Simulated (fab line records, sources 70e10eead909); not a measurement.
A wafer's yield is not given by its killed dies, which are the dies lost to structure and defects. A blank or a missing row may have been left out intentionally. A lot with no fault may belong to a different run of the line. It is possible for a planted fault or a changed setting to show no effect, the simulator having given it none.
A struck lot beside a sound one | flow nand harc | 20 out of 1302 route steps
Sound: these wafers, L822.1, L822.3, L822.4. The struck wafers were L836.3, L836.4, L836.6. The cause is given at the end.
For every step that has rows: the tool of each side, followed by ch and its chambers, followed by its first start. Under that, the readings that differ: sound wafers | struck wafers | difference of the means | sigmas: that difference in standard deviations of wafers without a fault.
alike: readings with means less than 2 such deviations apart, plus words and numbers identical on both sides. not compared: withheld readings, readings lacking a value on some wafer, bounds such as >300 that could conceal the same value, and numbers that have no deviation in the record and whose values overlap.
A row with sigmas, a row that says differs or no value, or rows on one side alone: a step with any of these is where the two part. When numbers do not overlap yet have no deviation, they are printed without sigmas and do not part them. A reading missing from all wafers of one side parts the sides only when that side holds two or more wafers.

NHARC_P_CONTACT_CMP_24: polishes, t overpolish 30 s, target thk 200 nm.
  sound on cmp-01 ch 1,2,3, day 7 18:50; struck on cmp-03 ch 2,3, day 14 02:14
  alike: motor current A, overpolish run s, slurry flow ml min, time to endpoint s
then, 1 step without rows for these wafers: NHARC_P_CONTACT_SRD_26.
NHARC_P_CONTACT_INSPECT_27:
  sound on defect inspect-01, day 7 19:13; struck on defect inspect-02, day 14 02:38
  alike: raw defect count
then, 8 steps without rows for these wafers: NHARC_P_M0_DEP_00 (deposits SiOC, target thk 150 nm); NHARC_P_M0_DEHYDRATE_01 (time 120 s); NHARC_P_M0_HMDS_02 (time 30 s); NHARC_P_M0_COAT_33 (time 65 s); NHARC_P_M0_COAT_03 (resist thk 90 nm); NHARC_P_M0_SOFTBAKE_04 (time 55 s); NHARC_P_M0_EBR_05; NHARC_P_M0_EXPOSE_06 (exposes mask P M0, target cd 90 nm).
NHARC_P_M0_PEB_07: peb time 65 s.
  sound on litho track-06 ch 0, day 7 20:03; struck on litho track-06 ch 0, day 14 03:28
  reading                  | sound              | struck               | difference | sigmas
  heater power total W (W) | 156.6 156.6 157.1  | 163.2 163.9 163.9    | +6.9       | +16
  plate temp C (C)         | 99.85 100.05 99.92 | 103.39 103.33 103.29 | +3.40      | +26
then, 1 step without rows for these wafers: NHARC_P_M0_DEVELOP_08 (develop time 35 s).
NHARC_P_M0_CD_MEAS_09: the cd target is 90 nm.
  sound on cd sem-01 ch 0, day 7 20:08; struck on cd sem-01 ch 0, day 14 03:32
  reading    | sound          | struck           | difference | sigmas
  cd nm (nm) | 90.0 88.8 89.9 | 99.8 100.4 100.2 | +10.6      | +11
NHARC_P_M0_OVL_MEAS_10: pitch 180 nm.
  sound on overlay-01, day 7 20:13; struck on overlay-01, day 14 03:38
  alike: overlay x nm, overlay y nm
NHARC_P_M0_INSPECT_11:
  sound on defect inspect-01, day 7 20:15; struck on defect inspect-02, day 14 03:40
  alike: raw defect count
NHARC_P_M0_DESCUM_14: chemistry O2, time 3 s.
  sound on rie diel-02 ch 0,2, day 7 20:19; struck on rie diel-01 ch 1,3, day 14 03:43
  reading               | sound             | struck            | difference | sigmas
  model.P_M0.cd nm (nm) | 90.17 88.22 88.87 | 100.1 99.56 99.52 | +10.6      |
  alike: drypump motor current A, oes product au, rf vpp V, showerhead plenum p Torr, throttle valve pct
  not compared: rf hours counter h
NHARC_P_M0_ETCH_34: etches the open film in N2/H2, target depth 40 nm, overetch 12 nm, time 43.94 s.
  sound on rie diel-02 ch 0,2, day 7 20:25; struck on rie diel-01 ch 0,2,3, day 14 03:49
  alike: drypump motor current A, oes product au, rf vpp V, showerhead plenum p Torr, throttle valve pct
  not compared: rf hours counter h
NHARC_P_M0_ETCH_15: etches the open film in C4F8/Ar, target depth 150 nm, overetch 15 nm, time 82.5 s.
  sound on rie diel-02 ch 0,2; struck on rie diel-01 ch 0,1
  reading               | sound            | struck            | difference | sigmas
  model.P_M0.cd nm (nm) | 89.8 87.59 88.26 | 100.2 99.55 99.09 | +11.1      |
  alike: oes product au, rf vpp V
  not compared: rf hours counter h
NHARC_P_M0_CD_MEAS_16:
  sound on cd sem-01, day 7 20:40; struck on cd sem-02, day 14 04:02
  reading    | sound          | struck          | difference | sigmas
  cd nm (nm) | 90.1 87.6 88.4 | 100.4 99.8 99.1 | +11.1      | +9

## WHERE THEY PART
Last at NHARC_P_M0_CD_MEAS_16 as far as this record goes, first at NHARC_P_M0_PEB_07.

WHY: what the simulator had put in
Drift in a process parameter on litho track-06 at NHARC_P_M0_PEB_07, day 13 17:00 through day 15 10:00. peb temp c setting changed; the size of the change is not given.
